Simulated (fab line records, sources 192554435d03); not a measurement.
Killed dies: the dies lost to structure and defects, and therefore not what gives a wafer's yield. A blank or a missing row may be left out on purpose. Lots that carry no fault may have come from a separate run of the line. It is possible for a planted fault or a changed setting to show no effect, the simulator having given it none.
2 desks looking at one fault / flow n5 finfet / what lay behind the numbers comes last; until then each desk has only its own

## THE METROLOGY DESK
What the gauges read for every lot (on any tool): the sampled wafers with a number, averaged. If a lot's mean is further than 4 standard deviations from the usual mean, the lot is out of limits and carries the mark OUT (the distance appears in the brackets). It has 11 readings; the 7 that lie furthest out on some lot are the ones shown.
Columns: A = cd nm at N5_BEOL_M0_SAQP_CD_MEAS_25, usual 12.84 nm; B = DIBL_N at N5_BEOL_M4_RC_MEAS_101, usual 36.0 mV/V; C = DIBL_P at N5_BEOL_M4_RC_MEAS_101, usual 35.6 mV/V; D = SS_N at N5_BEOL_M4_RC_MEAS_101, usual 71.5 mV/dec; E = SS_P at N5_BEOL_M4_RC_MEAS_101, usual 73.2 mV/dec; F = VT_N at N5_BEOL_M4_RC_MEAS_101, usual 249 mV; G = VT_P at N5_BEOL_M4_RC_MEAS_101, usual -250 mV
lot=L702; first seen here=day 6 06:30; A=12.80; B=35.4; C=33.7; D=71.0; E=73.0; F=254; G=-248
lot=L703; first seen here=day 6 13:02; A=12.89; B=33.5; C=33.5; D=71.0; E=73.0; F=250; G=-250
lot=L704; first seen here=day 6 21:53; A=12.66; B=35.5; C=35.8; D=71.8; E=73.2; F=250; G=-250
lot=L705; first seen here=day 7 01:19; A=12.70; B=35.7; C=36.0; D=70.8; E=72.9; F=252; G=-250
lot=L706; first seen here=day 7 07:25; A=13.09; B=36.3; C=36.5; D=71.8; E=73.5; F=250; G=-252
lot=L707; first seen here=day 7 11:25; A=12.86; B=36.7; C=36.5; D=71.9; E=73.0; F=246; G=-245
lot=L712; first seen here=day 8 17:47; A=12.69; B=34.3; C=33.2; D=70.7; E=72.2; F=252; G=-254
lot=L713; first seen here=day 9 02:58; A=12.88; B=35.1; C=35.5; D=70.9; E=72.6; F=247; G=-254
lot=L715; first seen here=day 9 11:43; A=13.11; B=34.4; C=32.2; D=70.9; E=73.1; F=252; G=-252
lot=L717; first seen here=day 9 21:53; A=12.73; B=34.3; C=34.3; D=70.8; E=73.2; F=251; G=-250
lot=L721; first seen here=day 11 00:36; A=12.88; B=37.6; C=36.8; D=71.7; E=73.9; F=247; G=-253
lot=L722; first seen here=day 11 08:17; A=13.08; B=34.6; C=35.9; D=71.2; E=72.8; F=250; G=-252
Finding of this desk: none of the 12 lots has anything out of limits.

## THE TOOL OWNER'S DESK: litho track-03
The tool's own readings at N5_BEOL_M0_SAQP_COAT_105 (time 60 s, resist thk 100 nm): means of the sampled wafers that have a number, for each lot that ran on this tool. If a lot's mean is further than 4 standard deviations from the usual mean, the lot is out of limits and carries the mark OUT (the distance appears in the brackets).
Columns: A = spin speed rpm at N5_BEOL_M0_SAQP_COAT_105, usual 1500.1 rpm
lot=L702; first seen here=day 6 07:09; A=1499.7
lot=L704; first seen here=day 6 22:32; A=1499.6
lot=L706; first seen here=day 7 08:04; A=1500.4
lot=L712; first seen here=day 8 18:27; A=1500.9
lot=L715; first seen here=day 9 12:27; A=1663.0 (+99 or more) OUT
lot=L717; first seen here=day 9 22:47; A=1664.4 (+99 or more) OUT
This desk finds L715, L717 out of limits, L715 being first, at day 9 12:27 (spin speed rpm at N5_BEOL_M0_SAQP_COAT_105). Within limits: L702, L704, L706, L712.

## BROUGHT TOGETHER
The tool owner's desk could have raised an alarm at day 9 12:27, on L715, L717.
Nothing out of limits was seen by the metrology desk.
The metrology desk holds a record of L715, L717, inside its limits.
On litho track-03, each named lot ran N5_BEOL_M0_SAQP_COAT_105.

## WHAT HAD BEEN PUT IN BY THE SIMULATOR
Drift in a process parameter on litho track-03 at N5_BEOL_M0_SAQP_COAT_105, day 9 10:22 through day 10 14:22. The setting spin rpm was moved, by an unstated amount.
Struck lots among those shown: L715, L717.
Each desk's first reading out of limits, in hours after the fault started: the tool owner's desk, 2.
